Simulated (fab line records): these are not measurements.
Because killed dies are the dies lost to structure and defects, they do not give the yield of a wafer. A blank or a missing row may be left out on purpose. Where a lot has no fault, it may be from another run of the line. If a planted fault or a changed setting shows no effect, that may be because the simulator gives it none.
Chamber matching    flow n5-finfet    N5_DUMMY_GATE_ETCH_29 on rie-diel-05: 4 sister chambers
The step etches underlayer in N2/H2, target depth 13 nm. 4 wafers are shown with their chamber, then 7 later ones without.

## WAFERS, EACH WITH ITS CHAMBER
wafer   chamber  showerhead-plenum-p-Torr (Torr)
L086.1  1        2.43
L086.3  0        2.58
L089.4  2        2.61
L089.5  3        2.50

## WAFERS WHOSE CHAMBER IS MISSING
wafer   showerhead-plenum-p-Torr (Torr)
L089.6  2.58
L094.1  2.60
L094.2  2.57
L094.6  2.49
L097.1  2.42
L097.3  2.60
L097.5  2.57

## WHICH CHAMBER EACH WENT THROUGH
wafer   from the rows above      in truth
L089.6  0                        0
L094.1  can't be placed: 2 or 0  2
L094.2  0                        0
L094.6  3                        3
L097.1  1                        1
L097.3  can't be placed: 2 or 0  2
L097.5  0                        0
5 of 7 placed correctly. From these rows, 2 cannot be placed; in 2 the true chamber is one of the candidates. 0 placed wrongly.
How it was worked out, from the rows above alone: a wafer's distance from a chamber is the root of the sum, over the readings, of the square of ((its reading less the chamber's mean) divided by the reading's scatter). If the next closest chamber is less than 2 further off than the closest, the wafer can't be placed; otherwise it belongs to the closest. The mean given for a chamber averages the wafers shown for that chamber. The scatter: root of mean squared gap, hidden wafer to nearest shown wafer, with one shown wafer a chamber.
